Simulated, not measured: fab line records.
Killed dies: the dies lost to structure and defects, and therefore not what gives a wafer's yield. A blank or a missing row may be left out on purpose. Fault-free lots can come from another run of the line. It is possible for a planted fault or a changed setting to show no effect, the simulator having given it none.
fab line records	flow nand-harc
record: lots: 13	wafers: 36	last-day: 33
route steps=1302 shown A_CHANNEL_HOLE_D2@599 A_CHANNEL_FILL_D2@613 END@1302
lots untouched by any fault: they come from a run of this same line in which no faults occurred
start-h: the number of hours between the record's first day and the start of the first shown wafer of the lot	wait-h: time in hours since the lot's previous step	" same as the row above	L1.1+2: one row covering several wafers at once	- no value, or no start was given	* or withheld: withheld	< > ~ a bound
route shown NAME@n: NAME is a module with steps in the file, n the number in the route of the first one	usual: average and standard deviation across the fault-free wafers	same: alike in all rows	chamber/n: place in a boat	sites: readings site by site	_std_site: standard deviation of those values	_edge_site: mean of outer sites minus mean of inner sites	radius-mm: how far each site lies from the wafer's centre	mask NAME#n: copy n	behind: tool/chamber where the wafer was last shaped	hold: cause of the lot's hold/its duration in hours/its outcome	device: the n, p or np transistor that did not switch	end of line: the route-end tests of the same wafers	a step without rows: its recipe alone	killed: dies lost to structure and defects at the first sort, not the wafer's yield	map: the dies of a wafer, with x for killed, . for not killed, _ for no die there
set.NAME: the setting as run; set.NAME@STEP: as run at that earlier step	model.NAME: the simulator's own value behind a step, which no gauge read
steps of the route over a sample of lots; a table a step, a row a wafer
services: from which hour (start-h, from the record's first day; less than 0 if before it) a tool's chamber was out of use, for how many hours, and why
== steps ==
step: NHARC_A_CHANNEL_HOLE_D2_ETCH_27
recipe: bias-v: 400	source-w: 2000	pressure-mtorr: 25	time-s: 90	ar-flow-sccm: 375	c4f8-flow-sccm: 41.7	o2-flow-sccm: 83.3	temp-c: -20	target-depth-a: 4000	chemistry: C4F8/O2/Ar
usual: drypump-motor-current-A: 5.7/0.49	showerhead-plenum-p-Torr: 3.707/0.026	throttle-valve-pct: 27.620/0.0089
lot.wafer	tool	chamber	start-h	wait-h	drypump-motor-current-A	rf-hours-counter-h	showerhead-plenum-p-Torr	throttle-valve-pct
L454.2	har-etch-01	0	304.29	0.2	5.6	157	3.737	27.608
L454.3	"	1	"	"	5.7	-	3.737	27.629
L454.5	"	0	"	"	5.6	-	3.737	27.623
L456.1	har-etch-02	1	343.38	0.2	4.8	389	3.719	27.618
L456.5	"	0	"	"	6.4	-	3.765	27.628
L456.6	"	1	"	"	4.8	-	3.719	27.617
L459.3	har-etch-02	0	351.76	0.2	6.4	-	3.760	27.633
L459.4	"	1	"	"	4.8	-	3.715	27.627
L459.6	"	0	"	"	6.4	-	3.760	27.625
L460.4	har-etch-02	0	366.94	0.2	6.4	-	3.753	27.613
L460.5	"	1	"	"	4.8	-	3.708	27.625
L460.6	"	0	"	"	6.4	-	3.753	27.613
L461.1	har-etch-01	1	391.64	0.2	5.7	199	3.713	27.626
L461.4	"	1	"	"	5.7	-	3.713	27.613
L461.5	"	1	"	"	5.7	-	3.713	27.627
L462.1	har-etch-02	0	405.92	0.2	6.4	11	3.744	27.616
L462.2	"	1	"	"	4.8	11	3.700	27.610
L462.6	"	0	"	"	6.4	-	3.745	27.602
L463.2	har-etch-01	0	407.66	0.2	5.6	214	3.705	27.611
L463.3	"	1	"	"	5.7	-	3.704	27.627
L463.4	"	0	"	"	5.6	-	3.704	27.617
L468.1	har-etch-01	0	455.30	0.2	5.7	245	3.687	27.616
L468.3	"	1	"	"	5.7	-	3.687	27.622
L471.1	har-etch-01	0	471.93	0.2	5.6	252	3.683	27.617
L471.4	"	0	"	"	5.6	-	3.683	27.620
L472.1	har-etch-01	0	480.25	0.2	5.7	260	3.679	27.623
L472.3	"	1	"	"	5.7	-	3.679	27.615
L474.1	har-etch-01	0	505.06	0.2	5.7	268	3.674	27.607
L474.3	"	1	"	"	5.7	-	3.674	27.612
L474.4	"	0	"	"	5.7	-	3.674	27.617
L473.1	har-etch-02	1	505.12	0.2	4.8	69	3.668	27.620
L473.4	"	1	"	"	4.8	-	3.668	27.606
L473.5	"	1	"	"	4.8	-	3.668	27.623
L475.1	har-etch-02	1	524.57	0.2	4.8	84	3.660	27.623
L475.2	"	0	"	"	6.4	84	3.704	27.628
L475.3	"	0	"	"	6.4	-	3.704	27.620
step: NHARC_A_CHANNEL_FILL_D2_ALD_03
recipe: target-thk-a: 60	pulse-time-s: 60	ald-cycles: 58	temp-c: 630	pressure-torr: 2	material: SiNx
usual: precursor-pulse-height-rel: 0.999/0.021	susceptor-temp-C: 630.0/0.34
same: pulse-time-s: 60
lot.wafer	tool	chamber	start-h	wait-h	precursor-pulse-height-rel	susceptor-temp-C
L454.2	ald-sin-batch-01	0	-	-	0.998	629.7
L454.3	"	0	"	"	0.984	630.1
L454.5	"	0	"	"	0.999	630.0
L456.1	ald-sin-batch-03	0	-	-	1.000	630.1
L456.5	"	0	"	"	1.019	629.9
L456.6	"	0	"	"	0.980	630.1
L459.3	ald-sin-batch-03	0	-	-	0.982	-
L459.4	"	0	"	"	1.015	-
L459.6	"	0	"	"	0.986	-
L460.4	ald-sin-batch-01	0	-	-	0.999	630.2
L460.5	"	0	"	"	0.985	630.2
L460.6	"	0	"	"	1.000	629.6
L461.1	ald-sin-batch-03	0	-	-	1.007	-
L461.4	"	0	"	"	1.002	-
L461.5	"	0	"	"	0.975	-
L462.1	ald-sin-batch-01	0	-	-	0.963	-
L462.2	"	0	"	"	1.023	-
L462.6	"	0	"	"	1.006	-
L463.2	ald-sin-batch-01	0	-	-	0.961	-
L463.3	"	0	"	"	0.958	-
L463.4	"	0	"	"	0.999	-
L468.1	ald-sin-batch-03	0	-	-	0.986	630.0
L468.3	"	0	"	"	1.024	630.0
L471.1	ald-sin-batch-03	0	-	-	1.005	629.6
L471.4	"	0	"	"	0.998	629.8
L472.1	ald-sin-batch-01	0	-	-	1.031	629.9
L472.3	"	0	"	"	0.982	629.9
L473.1	ald-sin-batch-03	0	-	-	0.977	-
L473.4	"	0	"	"	1.043	-
L473.5	"	0	"	"	0.985	-
L474.1	ald-sin-batch-03	0	-	-	1.005	-
L474.3	"	0	"	"	0.986	-
L474.4	"	0	"	"	0.977	-
L475.1	ald-sin-batch-03	0	-	-	0.983	630.3
L475.2	"	0	"	"	0.994	630.3
L475.3	"	0	"	"	1.020	630.3
step: NHARC_A_CHANNEL_FILL_D2_ETCHBACK_08
recipe: target-depth-a: 2200	time-s: 110	c4f8-flow-sccm: 20	ar-flow-sccm: withheld	rf-w: 600	bias-w: 300	chemistry: C4F8
usual: oes-product-au: 0.98/0.034	rf-vpp-V: 439.7/2.7	run-length-s: 131.3/0.43
lot.wafer	tool	chamber	start-h	wait-h	oes-product-au	rf-hours-counter-h	rf-vpp-V	run-length-s
L454.2	rie-diel-05	1	349.38	-	1.02	3	440.6	131.0
L454.3	"	0	"	"	1.01	3	437.3	131.4
L454.5	"	3	"	"	1.02	-	441.3	130.8
L456.1	rie-diel-05	2	388.87	-	0.94	4	436.2	131.4
L456.5	"	0	"	"	0.93	-	438.2	131.3
L456.6	"	1	"	"	0.93	-	441.2	130.9
L459.3	rie-diel-05	0	399.17	-	1.00	4	437.9	131.8
L459.4	"	3	"	"	1.01	4	440.7	131.2
L459.6	"	0	"	"	1.00	-	439.1	131.2
L460.4	rie-diel-03	0	419.72	-	0.98	22	436.6	130.9
L460.6	"	1	"	"	1.01	-	441.5	131.6
L460.5	"	2	"	"	0.97	-	434.6	131.6
L461.1	rie-diel-03	2	434.82	-	0.89	19	435.9	131.8
L461.5	"	0	"	"	0.92	-	437.4	131.7
L461.4	"	2	"	"	0.90	-	436.7	131.7
L462.1	rie-diel-05	3	450.51	-	0.93	1	441.3	131.0
L462.2	"	0	"	"	0.91	1	437.6	131.2
L462.6	"	0	"	"	0.92	-	436.5	131.3
L463.2	rie-diel-05	1	450.75	-	1.01	1	441.4	130.5
L463.4	"	3	"	"	1.01	1	441.4	130.8
L463.3	"	0	"	"	1.00	1	438.3	131.3
L468.1	rie-diel-05	0	499.49	-	0.96	2	437.4	131.7
L468.3	"	2	"	"	1.02	2	438.4	180.3
L471.4	rie-diel-05	0	518.84	-	0.92	2	437.1	180.0
L471.1	"	2	"	"	0.94	3	437.2	132.1
L472.3	rie-diel-05	2	525.66	-	0.94	3	435.7	179.7
L472.1	"	0	"	"	0.92	2	438.0	132.0
L473.1	rie-diel-13	2	550.16	-	1.01	1	443.6	130.7
L473.4	"	3	"	"	1.00	1	437.1	131.5
L473.5	"	0	"	"	1.01	-	437.7	131.4
L474.3	rie-diel-03	0	551.70	-	1.00	15	436.9	130.8
L474.4	"	1	"	"	0.99	14	442.3	131.9
L474.1	"	3	"	"	1.02	13	444.0	130.8
L475.1	rie-diel-03	0	567.84	-	0.95	15	437.8	130.8
L475.2	"	2	"	"	0.96	14	436.1	131.3
L475.3	"	3	"	"	0.98	13	444.0	130.7
step: NHARC_A_CHANNEL_FILL_D2_CMP_10
recipe: target-thk-nm: 150
usual: motor-current-A: 11.7/1.3	pad-life-wafers: 180/110	time-to-endpoint-s: 16.1/2.7
lot.wafer	tool	chamber	start-h	wait-h	motor-current-A	pad-life-wafers	time-to-endpoint-s
L454.2	cmp-03	3	355.36	0.4	12.5	314	14.8
L454.3	"	0	"	"	13.0	315	17.4
L454.5	"	1	"	"	10.2	-	18.2
L456.1	cmp-02	2	394.71	0.4	12.1	270	17.2
L456.5	"	2	"	"	12.0	-	19.8
L456.6	"	3	"	"	10.5	-	15.4
L459.3	cmp-04	3	404.96	0.4	9.9	379	12.4
L459.4	"	1	"	"	12.0	381	19.3
L459.6	"	3	"	"	9.8	-	11.9
L460.4	cmp-03	0	425.42	0.4	12.6	180	16.4
L460.5	"	0	"	"	12.9	-	15.9
L460.6	"	1	"	"	11.4	-	18.2
L461.1	cmp-04	0	440.67	0.4	11.9	121	20.4
L461.4	"	2	"	"	12.7	123	17.8
L461.5	"	0	"	"	11.8	-	17.2
L463.3	cmp-03	0	456.29	0.4	13.2	288	16.5
L463.4	"	1	"	"	10.3	289	16.3
L463.2	"	2	"	"	11.6	290	15.4
L462.2	cmp-02	1	456.34	0.4	13.6	68	17.7
L462.1	"	2	"	"	11.8	69	17.7
L462.6	"	0	"	"	9.9	-	14.2
L468.3	cmp-02	0	504.90	0.5	10.4	294	18.1
L468.1	"	1	"	"	13.9	295	19.4
L471.1	cmp-03	1	524.55	0.4	10.3	186	18.0
L471.4	"	3	"	"	13.6	188	15.8
L472.3	cmp-02	2	531.38	0.4	12.1	6	17.6
L472.1	"	3	"	"	10.8	7	16.2
L474.4	cmp-04	3	555.96	0.4	10.1	187	10.4
L474.1	"	0	"	"	11.5	188	18.8
L474.3	"	1	"	"	12.2	189	14.5
L473.1	cmp-02	0	555.99	0.4	10.2	128	19.4
L473.4	"	1	"	"	13.7	129	20.8
L473.5	"	3	"	"	10.3	-	17.8
L475.1	cmp-03	0	573.64	0.4	13.2	30	14.7
L475.3	"	2	"	"	12.0	32	12.3
L475.2	"	3	"	"	13.2	33	13.4
step: NHARC_END_SORT_01
recipe: temp-c: 25
usual: killed-at-array: 59/21	killed-at-other: 1.0/1.1	killed-at-periphery: 4.0/2.6	killed-dies: 64/21	killed-open: 3.2/1.7	killed-short: 2.5/1.5
same: gross-dies: 677
lot.wafer	tool	chamber	start-h	wait-h	killed-at-array	killed-at-other	killed-at-periphery	killed-dies	killed-open	killed-short
L468.1	prober-02	0	713.55	2.5	68	0	2	70	2	3
L468.3	prober-02	0	715.17	3.1	66	5	6	77	4	3
killed by level:class
L468.1 A_SLIT:chamber-film-flake=30 A_CHANNEL_HOLE_D2:chamber-film-flake=11 A_CHANNEL_HOLE_D1:chamber-film-flake=10 A_STAIRCASE:chamber-film-flake=8 A_BLC:chamber-film-flake=2 P_CONTACT:geometric-particle:open=1 P_M2:geometric-particle:open=1 A_ONON_D1:geometric-particle:short=1
L468.3 A_SLIT:chamber-film-flake=31 A_CHANNEL_HOLE_D2:chamber-film-flake=17 A_CHANNEL_HOLE_D1:chamber-film-flake=5 A_CHANNEL_FILL_D1:chamber-film-flake=5 THIN_TSV:chamber-film-flake=5 P_CONTACT:geometric-particle:open=2 A_STAIRCASE:chamber-film-flake=2 P_GATE:geometric-particle:short=1
== services ==
tool	chamber	start-h	hours	kind
rie-diel-05	1	299.78	3.2	repair
rie-diel-05	3	302.66	5.4	repair
cmp-02	-	318.46	3.8	repair
cmp-02	-	330.50	4.0	pm
cmp-03	-	343.98	0.5	repair
rie-diel-05	2	347.69	13.8	repair
cmp-02	-	359.17	0.8	repair
cmp-03	-	360.22	4.0	pm
rie-diel-05	3	371.02	10.1	repair
cmp-02	-	376.64	1.0	repair
har-etch-02	-	377.00	17.0	pm
rie-diel-05	-	406.60	9.0	pm
cmp-03	-	407.42	1.7	repair
cmp-03	-	458.32	4.0	pm
rie-diel-05	-	460.73	0.3	repair
rie-diel-05	0	486.35	10.1	repair
cmp-03	-	489.22	1.5	repair
cmp-03	-	501.04	1.5	repair
ald-sin-batch-01	-	506.00	26.0	pm
cmp-03	-	507.32	0.5	repair
rie-diel-05	3	522.11	4.5	repair
cmp-03	-	533.27	4.4	repair
rie-diel-05	-	552.49	0.4	repair
cmp-03	-	556.32	4.0	pm
== key ==
first-sign: step: NHARC_A_CHANNEL_FILL_D2_ETCHBACK_08	reading: run-length-s	direction: up	sigmas: 99+	usual: *	struck: *
effect none on later readings
met-at NHARC_A_CHANNEL_FILL_D2_ETCHBACK_08
struck-lots L468,L471,L472
struck-wafers L468.3,L471.4,L472.3
tester-left-out L468,L471,L472
not-acting-at NHARC_A_CHANNEL_HOLE_D2_ETCH_27,NHARC_A_CHANNEL_FILL_D2_ALD_03,NHARC_A_CHANNEL_FILL_D2_CMP_10
onset-between 450.75 499.49
fault: kind: process-parameter-drift	tool: rie-diel-05	chamber: -	onset-h: 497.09	steps: NHARC_A_CHANNEL_FILL_D2_ETCHBACK_08	channel: time-s	offset: *	shape: step	end-h: 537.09	scope: struck-wafers-only	acts-in: *	stated: *
tester-left-out: of these lots the tester's yield and bins aren't shown, on N5 and GAA mostly nor the transistor test; their killed dies are dies lost to structure and defects alone, not to doping, threshold or leakage, so they don't give the yield
